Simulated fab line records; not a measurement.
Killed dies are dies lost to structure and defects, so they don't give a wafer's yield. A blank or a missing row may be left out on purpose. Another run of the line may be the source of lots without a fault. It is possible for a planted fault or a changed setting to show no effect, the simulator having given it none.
fab line records	flow n5Finfet
record lots=9	wafers=27	lastDay=20
route steps=1938 shown BEOL_M3@1010 BEOL_M4@1021 PASSIVATION@1936
lots untouched by any fault: they come from a run of this same line in which no faults occurred
startH: the number of hours between the record's first day and the start of the first shown wafer of the lot	waitH: time in hours since the lot's previous step	" identical to the entry in the row above	L1.1+2: one row covering several wafers at once	- no value present, or no start provided	* or withheld: withheld	< > ~ a bound
route shown NAME@n: a module of which the file shows steps, and the number in the route of the first	usual: the fault-free wafers' mean and standard deviation	same: alike in all rows	chamber/n: place in a boat	sites: per-site readings	_std_site: the standard deviation of these	_edge_site: outer sites' mean less inner sites'	radiusMm: for every site, how far away it sits from the centre of the wafer	mask NAME#n: copy n	behind: the most recent tool/chamber to have shaped the wafer	hold: what put the lot on hold/how long, in hours/how the hold closed	device: transistor that didn't switch, given as n, p or np	end of line: the route-end tests of the same wafers	a step without rows: its recipe alone	killed: count of dies lost to structure and defects at first sort (not the wafer's yield)	map: dies across one wafer; x = killed, . = not, _ = none there
set.NAME: the run value of the setting; set.NAME@STEP: its run value at that earlier step	model.NAME: the simulator's own value behind a step, which no gauge read
one table for each step of the route and one row for each wafer, over a sample of lots
services: when a tool's chamber went out of use (startH, in hours from the record's first day, below 0 if earlier), for how many hours, and the reason
## steps
# step N5_BEOL_M3_SPUTTER_96
# recipe material=Cu	targetThkA=45	tempC=-20	chamberPressurePa=0.07	powerW=withheld	timeS=8.29
# usual chuckGasFlowSccm=1.26/0.054	throttleValvePct=30.5/0.66
lot.wafer	tool	chamber	startH	waitH	chuckGasFlowSccm	throttleValvePct
L385.1	pvdSputter-02	-	180.64	0.1	1.22	29.8
L385.4	"	-	"	"	1.29	30.1
L385.5	"	-	"	"	1.26	30.6
L394.2	pvdSputter-02	-	249.22	0.1	1.30	29.9
L394.3	"	-	"	"	1.22	30.9
L394.5	"	-	"	"	1.28	29.9
L396.1	pvdSputter-01	-	253.79	0.1	1.16	31.8
L396.4	"	-	"	"	1.24	30.3
L396.5	"	-	"	"	1.29	31.3
L397.4	pvdSputter-02	-	254.48	0.1	1.26	29.7
L397.5	"	-	"	"	1.21	30.1
L397.6	"	-	"	"	1.25	30.1
L401.2	pvdSputter-03	-	278.95	0.1	1.18	29.4
L401.3	"	-	"	"	1.27	30.1
L401.4	"	-	"	"	1.38	31.1
L403.2	pvdSputter-01	-	288.14	0.1	1.27	30.3
L403.3	"	-	"	"	1.23	31.1
L403.4	"	-	"	"	1.29	31.7
L402.2	pvdSputter-01	-	289.98	0.1	1.22	31.4
L402.4	"	-	"	"	1.19	31.0
L402.5	"	-	"	"	1.29	31.4
L405.1	pvdSputter-03	-	325.86	0.1	1.22	29.6
L405.3	"	-	"	"	1.30	31.0
L405.6	"	-	"	"	1.33	30.1
L407.1	pvdSputter-01	-	336.16	0.1	1.22	31.8
L407.2	"	-	"	"	1.32	30.3
L407.5	"	-	"	"	1.32	30.4
# step N5_BEOL_M3_CMP_52
# recipe stopOn=SiOC	tOverpolishS=6.8	downForcePsi=1	platenRpm=50	clearingPlatenDownForcePsi=1.5	clearingPlatenRpm=50	postCmpClean=cuAlkaline	targetThkNm=40	clearingPlatenPadVelocityMS=0.99484	padVelocityMS=0.99484
# usual barrierFieldEndpointS=24.8/0.47	edgeZonePressureFrac=1.001/0.0048	motorCurrentA=5.8/0.6	overpolishRunS=6.799/0.0087	timeToEndpointS=63.4/2.1
lot.wafer	tool	chamber	startH	waitH	barrierFieldEndpointS	edgeZonePressureFrac	motorCurrentA	overpolishRunS	timeToEndpointS
L385.4	cmp-01	2	181.17	0.2	25.2	0.995	4.9	6.780	67.8
L385.1	"	0	"	"	24.5	0.999	5.5	6.798	66.1
L385.5	"	2	"	"	25.5	0.997	4.9	6.802	68.8
L394.3	cmp-02	1	252.62	3.1	23.7	1.008	6.8	6.796	60.8
L394.2	"	2	"	"	23.7	0.995	5.8	6.815	61.9
L394.5	"	1	"	"	25.0	1.000	6.2	6.809	63.9
L396.1	cmp-01	0	254.32	0.3	24.7	0.997	5.8	6.802	62.2
L396.4	"	1	"	"	24.9	1.002	6.0	6.810	61.1
L396.5	"	3	"	"	24.3	0.997	5.8	6.801	62.9
L397.4	cmp-01	0	255.33	0.5	24.8	0.998	5.7	6.804	64.7
L397.5	"	2	"	"	25.2	1.009	4.8	6.800	67.7
L397.6	"	3	"	"	24.4	1.007	5.6	6.789	66.7
L401.3	cmp-01	0	279.44	0.2	23.9	0.991	5.5	6.780	60.3
L401.4	"	2	"	"	25.6	1.001	4.8	6.807	64.6
L401.2	"	3	"	"	24.3	0.996	5.5	6.797	61.9
L402.2	cmp-01	2	290.58	0.3	24.5	1.007	4.8	6.804	66.7
L402.4	"	0	"	"	24.6	0.998	5.7	6.807	64.4
L402.5	"	3	"	"	25.2	1.002	5.5	6.797	63.0
L403.4	cmp-02	2	290.69	2.2	24.3	1.005	5.7	6.806	62.0
L403.3	"	3	"	"	24.7	0.995	6.5	6.797	59.3
L403.2	"	0	"	"	25.4	1.001	5.6	6.797	60.5
L405.1	cmp-01	1	326.36	0.3	24.3	1.006	6.3	6.794	62.0
L405.3	"	2	"	"	24.9	1.007	4.9	6.794	64.8
L405.6	"	1	"	"	24.1	1.009	6.1	6.806	62.7
L407.1	cmp-04	2	336.67	0.3	25.2	0.997	5.1	6.799	63.4
L407.2	"	1	"	"	25.4	1.006	6.6	6.792	62.9
L407.5	"	3	"	"	25.2	0.995	5.9	6.799	62.0
# step N5_BEOL_M3_PRE_CLEAN_60
# recipe gas=NH3/H2	timeS=15	tempC=*	rfPowerW=300
# usual heaterPowerW=79/22	rfFwdPowerW=296.3/1.7
lot.wafer	tool	chamber	startH	waitH	heaterPowerW	rfFwdPowerW
L385.1	cvdCo-01	2	181.50	0.1	76	300.1
L385.4	"	1	"	"	67	297.2
L385.5	"	2	"	"	78	297.4
L394.2	cvdCo-02	0	253.19	0.3	115	293.0
L394.3	"	2	"	"	51	294.7
L394.5	"	0	"	"	116	294.2
L396.1	cvdCo-02	0	254.65	0.1	115	294.1
L396.4	"	1	"	"	64	296.9
L396.5	"	2	"	"	52	295.0
L397.4	cvdCo-02	0	255.84	0.3	113	293.9
L397.5	"	2	"	"	52	294.5
L397.6	"	1	"	"	67	297.3
L401.2	cvdCo-02	1	279.78	0.0	68	298.8
L401.3	"	0	"	"	111	295.2
L401.4	"	1	"	"	66	298.5
L402.2	cvdCo-02	0	291.14	0.3	113	294.8
L402.4	"	2	"	"	52	296.4
L402.5	"	0	"	"	111	294.2
L403.2	cvdCo-02	2	291.25	0.3	53	296.5
L403.3	"	1	"	"	68	297.4
L403.4	"	1	"	"	68	297.1
L405.1	cvdCo-01	0	326.69	0.0	82	298.8
L405.3	"	1	"	"	70	296.6
L405.6	"	0	"	"	84	298.7
L407.1	cvdCo-02	2	337.00	0.0	52	297.4
L407.2	"	0	"	"	114	294.8
L407.5	"	0	"	"	113	292.1
# step N5_BEOL_M4_ILD_DEP_00
# recipe material=SiOC	targetThkA=790	tempC=350	precursor=DEMS/O2	pressureTorr=5	rfW=500	timeS=15.3
# usual heaterPowerW=462/43	rfFwdPowerW=494.1/2.8	showerheadPlenumPTorr=5.695/0.012	throttleValvePct=12.0/0.69
lot.wafer	tool	chamber	startH	waitH	heaterPowerW	rfFwdPowerW	showerheadPlenumPTorr	throttleValvePct
L385.1	pecvd-02	2	181.79	0.0	445	487.6	5.682	11.8
L385.4	"	1	"	"	414	495.6	5.697	11.5
L385.5	"	2	"	"	431	487.5	5.694	11.7
L394.2	pecvd-02	1	253.47	0.0	397	497.1	5.673	11.3
L394.3	"	0	"	"	583	490.7	5.703	11.8
L394.5	"	1	"	"	404	496.1	5.689	11.5
L396.1	pecvd-02	2	254.97	0.0	405	489.4	5.676	12.0
L396.4	"	0	"	"	540	490.7	5.713	11.5
L396.5	"	2	"	"	391	488.1	5.688	11.7
L397.4	pecvd-01	2	256.13	0.1	451	496.4	5.731	11.1
L397.5	"	0	"	"	468	495.3	5.680	12.2
L397.6	"	1	"	"	420	494.9	5.675	13.7
L401.2	pecvd-04	1	280.12	0.0	476	493.5	5.684	11.2
L401.3	"	0	"	"	394	495.7	5.705	12.1
L401.4	"	2	"	"	534	497.2	5.676	12.6
L402.2	pecvd-01	2	291.43	0.0	472	497.1	5.707	11.3
L402.4	"	1	"	"	495	494.8	5.684	13.4
L402.5	"	0	"	"	441	496.0	5.696	12.0
L403.2	pecvd-01	1	291.55	0.0	501	493.0	5.690	13.7
L403.3	"	2	"	"	445	493.5	5.698	11.4
L403.4	"	1	"	"	501	494.2	5.683	13.6
L405.1	pecvd-01	1	326.98	0.0	501	494.4	5.701	13.5
L405.3	"	0	"	"	439	493.2	5.693	12.2
L405.6	"	2	"	"	480	493.6	5.692	11.1
L407.1	pecvd-04	1	337.34	0.0	435	494.9	5.687	11.4
L407.2	"	0	"	"	446	492.3	5.721	12.3
L407.5	"	2	"	"	522	497.8	5.687	12.6
# step N5_BEOL_M4_THK_MEAS_01
# recipe reads=SiOC_of_BEOL_M4_ILD_DEP_00
# usual M4_ILD_THK=79.2/0.97
lot.wafer	tool	chamber	startH	waitH	M4_ILD_THK[nm]
L385.1	filmMetro-02	-	181.85	0.0	77.4
L385.4	"	-	"	"	79.5
L385.5	"	-	"	"	79.0
L394.2	filmMetro-01	-	253.54	0.1	110.1
L394.3	"	-	"	"	107.7
L394.5	"	-	"	"	110.4
L396.1	filmMetro-02	-	255.03	0.0	109.1
L396.4	"	-	"	"	110.7
L396.5	"	-	"	"	110.4
L397.4	filmMetro-02	-	256.18	0.0	78.7
L397.5	"	-	"	"	79.2
L397.6	"	-	"	"	79.2
L401.2	filmMetro-01	-	280.19	0.1	79.4
L401.3	"	-	"	"	78.7
L401.4	"	-	"	"	80.4
L402.2	filmMetro-01	-	291.50	0.1	78.1
L402.4	"	-	"	"	79.1
L402.5	"	-	"	"	79.3
L403.2	filmMetro-02	-	291.62	0.1	77.0
L403.3	"	-	"	"	78.2
L403.4	"	-	"	"	79.2
L405.1	filmMetro-02	-	327.04	0.0	78.2
L405.3	"	-	"	"	78.8
L405.6	"	-	"	"	78.9
L407.1	filmMetro-02	-	337.41	0.0	78.4
L407.2	"	-	"	"	77.3
L407.5	"	-	"	"	79.5
# step N5_BEOL_M4_RC_MEAS_101
# usual DIBL_N=36.6/1.1	DIBL_P=36.8/1.6	IOFF_N=0.169/0.024	IOFF_P=0.206/0.028	ION_N=679/9.2	ION_P=462/7	SS_N=71.6/0.57	SS_P=73.3/0.57	VT_N=248.8/2.4	VT_P=-251/3
lot.wafer	tool	chamber	startH	waitH	DIBL_N[mV/V]	DIBL_P[mV/V]	IOFF_N[nA/um]	IOFF_P[nA/um]	ION_N[uA/um]	ION_P[uA/um]	SS_N[mV/dec]	SS_P[mV/dec]	VT_N[mV]	VT_P[mV]
L385.1	prober-01	0	201.25	0.0	36.0	36.4	0.155	0.200	667	450	71.4	73.4	250.5	-254
L385.4	"	0	"	"	36.7	37.5	0.184	0.223	683	461	72.0	72.9	245.8	-250
L385.5	"	0	"	"	35.0	34.9	0.150	0.181	666	451	70.9	73.3	249.7	-256
L397.4	prober-01	0	270.94	0.5	36.2	35.4	0.149	0.191	677	461	70.7	73.2	248.8	-249
L397.5	"	0	"	"	37.5	37.1	0.177	0.219	695	466	71.7	73.8	251.3	-248
L397.6	"	0	"	"	35.9	34.9	0.145	0.186	674	461	71.4	73.6	251.4	-253
L401.2	prober-02	0	299.86	0.2	37.6	36.6	0.173	0.171	673	447	71.0	73.9	248.9	-255
L401.3	"	0	"	"	38.0	37.1	0.187	0.183	680	453	72.1	73.8	248.6	-259
L401.4	"	0	"	"	36.0	34.8	0.149	0.158	673	451	71.1	73.6	251.8	-258
L402.2	prober-01	0	304.94	0.2	36.6	36.3	0.168	0.195	676	460	71.5	73.1	247.7	-249
L402.4	"	0	"	"	38.3	37.9	0.202	0.221	680	467	71.9	73.3	247.3	-250
L402.5	"	0	"	"	38.3	38.0	0.201	0.219	678	461	72.1	73.6	246.5	-249
L403.2	prober-02	0	306.90	0.2	36.7	35.8	0.169	0.236	681	468	71.6	72.7	248.6	-248
L403.3	"	0	"	"	35.1	34.5	0.149	0.217	677	469	71.0	73.1	249.2	-249
L403.4	"	0	"	"	36.9	36.0	0.172	0.234	684	468	72.2	72.9	246.8	-248
L405.1	prober-02	0	339.08	0.0	35.1	35.8	0.150	0.162	672	450	71.7	73.1	249.1	-257
L405.3	"	0	"	"	35.8	37.0	0.165	0.175	675	447	71.1	73.6	247.9	-255
L405.6	"	0	"	"	36.7	37.9	0.179	0.186	685	456	71.0	74.1	247.0	-256
L407.1	prober-02	0	349.03	0.0	35.9	36.9	0.140	0.171	673	455	70.7	72.8	255.4	-252
L407.2	"	0	"	"	36.3	37.3	0.143	0.179	675	460	71.4	72.9	252.2	-253
L407.5	"	0	"	"	37.0	38.6	0.157	0.190	675	461	71.6	72.7	250.8	-252
# step N5_PASSIVATION_PROBE_49
# usual defectLimitedYield=91.1/1.5	killed_at_M0_to_M3=36/11	killed_at_M4_up=14/5.6	killedAtContacts=11/5.6	killedAtFrontEnd=40/12	killedAtOther=4/3.2	killedDies=105/17	killedOnRim=14/3.4	killedOpen=69/12	killedShort=34/8.4	sort_bin_5_function=5.2/0.95	sort_bin_6_memory=3.3/0.63	sortNPass=1075/17	sortYieldPct=91.1/1.5
# same grossDies=1180	killedAtBackSide=0	sort_bin_4_leakage[%]=0	sort_bin_8_speed[%]=0
lot.wafer	tool	chamber	startH	waitH	defectLimitedYield[%]	killed_at_M0_to_M3	killed_at_M4_up	killedAtContacts	killedAtFrontEnd	killedAtOther	killedDies	killedOnRim	killedOpen	killedShort	sort_bin_5_function[%]	sort_bin_6_memory[%]	sortNPass	sortYieldPct[%]
L385.1	prober-01	-	324.07	0.0	87.8	54	17	28	40	5	144	18	99	41	7.6	4.0	1036	87.8
L385.4	prober-01	-	324.22	0.2	88.5	41	33	24	35	3	136	12	83	50	6.0	5.0	1044	88.5
L385.5	prober-01	-	324.27	0.2	89.3	44	21	6	52	3	126	20	78	44	6.5	3.3	1054	89.3
L394.2	prober-01	-	367.47	0.1	0.2	42	1100	8	28	0	1178	150	57	34	96.6	3.1	2	0.2
L394.3	prober-01	-	367.52	0.1	0.3	47	1080	6	41	2	1176	148	67	43	95.8	3.5	4	0.3
L394.5	prober-01	-	367.62	0.2	0.3	52	1074	7	39	4	1176	149	61	50	95.3	3.6	4	0.3
L396.1	prober-02	-	376.69	0.0	0.3	43	1079	3	48	4	1177	149	72	38	95.7	3.6	3	0.3
L396.4	prober-02	-	376.84	0.2	0.2	22	1089	23	38	6	1178	150	63	40	96.9	2.8	2	0.2
L396.5	prober-02	-	376.89	0.2	0	26	1106	8	35	5	1180	152	58	22	97.3	2.6	0	0
L397.4	prober-01	-	382.69	0.2	89.9	60	17	8	33	1	119	10	75	43	6.0	3.6	1061	89.9
L397.5	prober-01	-	382.74	0.2	89.7	32	13	15	61	0	121	14	88	31	5.8	4.2	1059	89.7
L397.6	prober-01	-	382.79	0.3	91.2	33	15	7	49	0	104	16	71	32	5.3	3.3	1076	91.2
# killed by level:class
L385.1 MOL_CONTACT_COAG:geometricParticle:open=23 BEOL_M2:geometricParticle:open=17 DUMMY_GATE:geometricParticle:open=10 BEOL_M0_SAQP:geometricParticle:open=10 BEOL_M0_SAQP:geometricParticle:short=8 STI_FIN_REVEAL:geometricParticle:open=7 BEOL_M4:geometricParticle:open=7 FIN_SAQP:geometricParticle:open=6
L385.4 BEOL_M4:geometricParticle:open=17 MOL_CONTACT_COAG:geometricParticle:open=15 BEOL_M0_SAQP:geometricParticle:short=10 MOL_CONTACT_COAG:geometricParticle:short=9 FIN_SAQP:geometricParticle:open=8 BEOL_M3:geometricParticle:open=8 FIN_SAQP:geometricParticle:short=6 DUMMY_GATE:geometricParticle:open=6
L385.5 BEOL_M2:geometricParticle:open=10 STI_FIN_REVEAL:geometricParticle:open=9 BEOL_M1:geometricParticle:open=9 FIN_SAQP:geometricParticle:open=8 BEOL_M0_SAQP:geometricParticle:short=7 BEOL_M0_SAQP:geometricParticle:open=7 BEOL_M4:geometricParticle:open=6 FIN_SAQP:geometricParticle:short=5
L394.2 BEOL_M4:areaDep=1086 BEOL_M0_SAQP:geometricParticle:short=11 BEOL_M3:geometricParticle:open=10 FIN_SAQP:geometricParticle:short=7 MOL_CONTACT_COAG:geometricParticle:open=7 BEOL_M2:geometricParticle:open=6 BEOL_M4:geometricParticle:open=6 BEOL_M0_SAQP:geometricParticle:open=5
L394.3 BEOL_M4:areaDep=1064 BEOL_M3:geometricParticle:open=17 FIN_SAQP:geometricParticle:short=16 FIN_SAQP:geometricParticle:open=10 BEOL_M0_SAQP:geometricParticle:short=8 BEOL_M4:geometricParticle:open=7 BEOL_M0_SAQP:geometricParticle:open=6 MOL_CONTACT_COAG:geometricParticle:open=4
L394.5 BEOL_M4:areaDep=1065 BEOL_M0_SAQP:geometricParticle:short=14 FIN_SAQP:geometricParticle:open=12 FIN_SAQP:geometricParticle:short=12 BEOL_M0_SAQP:geometricParticle:open=9 BEOL_M1:geometricParticle:open=9 MOL_CONTACT_COAG:geometricParticle:open=5 BEOL_M2:geometricParticle:short=5
L396.1 BEOL_M4:areaDep=1066 BEOL_M0_SAQP:geometricParticle:open=14 STI_FIN_REVEAL:geometricParticle:open=13 BEOL_M0_SAQP:geometricParticle:short=11 BEOL_M2:geometricParticle:open=8 FIN_SAQP:geometricParticle:open=7 FIN_SAQP:geometricParticle:short=7 STI_FIN_REVEAL:geometricParticle:short=4
L396.4 BEOL_M4:areaDep=1072 MOL_CONTACT_COAG:geometricParticle:open=17 BEOL_M4:geometricParticle:open=9 FIN_SAQP:geometricParticle:short=8 STI_FIN_REVEAL:geometricParticle:open=6 MOL_CONTACT_COAG:geometricParticle:short=6 BEOL_M0_SAQP:geometricParticle:short=6 BEOL_M0_SAQP:geometricParticle:open=6
L396.5 BEOL_M4:areaDep=1099 STI_FIN_REVEAL:geometricParticle:open=12 MOL_CONTACT_COAG:geometricParticle:open=8 BEOL_M0_SAQP:geometricParticle:open=8 BEOL_M2:geometricParticle:open=8 DUMMY_GATE:geometricParticle:open=6 ILD0:geometricParticle:short=4 GATE_CUT:geometricParticle:short=3
L397.4 BEOL_M0_SAQP:geometricParticle:open=25 BEOL_M0_SAQP:geometricParticle:short=20 FIN_SAQP:geometricParticle:open=7 MOL_CONTACT_COAG:geometricParticle:open=7 BEOL_M4:geometricParticle:open=5 STARTING-WAFER:geometricParticle:short=5 GATE_CUT:geometricParticle:short=4 BEOL_M2:geometricParticle:open=4
L397.5 FIN_SAQP:geometricParticle:open=30 MOL_CONTACT_COAG:geometricParticle:open=13 BEOL_M0_SAQP:geometricParticle:short=11 BEOL_M0_SAQP:geometricParticle:open=9 STI_FIN_REVEAL:geometricParticle:open=9 FIN_SAQP:geometricParticle:short=7 BEOL_M1:geometricParticle:open=5 STARTING-WAFER:geometricParticle:open=5
L397.6 STI_FIN_REVEAL:geometricParticle:open=21 BEOL_M0_SAQP:geometricParticle:short=12 BEOL_M0_SAQP:geometricParticle:open=11 FIN_SAQP:geometricParticle:open=9 BEOL_M4:geometricParticle:open=7 GATE_CUT:geometricParticle:short=5 MOL_CONTACT_COAG:geometricParticle:open=5 BEOL_M5:geometricParticle:open=5
## services
tool	chamber	startH	hours	kind
cvdCo-02	-	158.58	2.4	repair
pvdSputter-03	-	164.50	2.8	repair
cmp-02	-	167.59	0.3	repair
cvdCo-02	-	179.15	2.8	repair
pecvd-02	-	190.02	14.6	pm
cvdCo-01	-	210.62	0.6	repair
pecvd-02	0	215.90	2.2	repair
cmp-04	-	216.84	2.2	repair
cmp-04	-	233.82	0.3	repair
cvdCo-01	-	239.13	65.6	repair
cmp-01	-	240.51	0.3	repair
cmp-02	-	255.37	4.0	pm
cmp-04	-	264.04	5.4	repair
cmp-01	-	265.45	0.5	repair
cvdCo-02	2	266.37	19.5	repair
pecvd-04	0	282.82	14.2	repair
pvdSputter-02	-	295.39	5.2	repair
cvdCo-01	1	309.33	3.2	repair
cmp-04	-	316.71	4.0	pm
cvdCo-01	-	320.26	1.1	repair
cvdCo-02	0	322.10	5.2	repair
cvdCo-02	1	333.43	-	clean
cvdCo-02	1	333.43	22.0	scheduledDown
cmp-02	-	335.62	5.2	pm
## key
firstSign step=N5_BEOL_M4_THK_MEAS_01	reading=M4_ILD_THK	direction=up	sigmas=31	usual=79.2	struck=109.7
effect step=N5_PASSIVATION_PROBE_49	reading=killed_at_M4_up	direction=up	sigmas=99+	usual=14	struck=1088
moreKillsBornAt N5_BEOL_M4_ILD_DEP_00@pecvd-02=6452
metAt N5_BEOL_M4_ILD_DEP_00
struckLots L394,L396
laterRowsLeftOut L394.2,L394.3,L394.5,L396.1,L396.4,L396.5
notActingAt N5_BEOL_M3_SPUTTER_96,N5_BEOL_M3_CMP_52,N5_BEOL_M3_PRE_CLEAN_60
onsetBetween 181.79 253.47
fault kind=processParameterDrift	tool=pecvd-02	chamber=-	onsetH=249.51	steps=N5_BEOL_M4_ILD_DEP_00	channel=timeS	offset=*	shape=step	endH=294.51	actsIn=*	stated=*
# laterRowsLeftOut: the simulator's readings of these wafers behind a module that went badly wrong aren't trusted and aren't shown, but for the sort
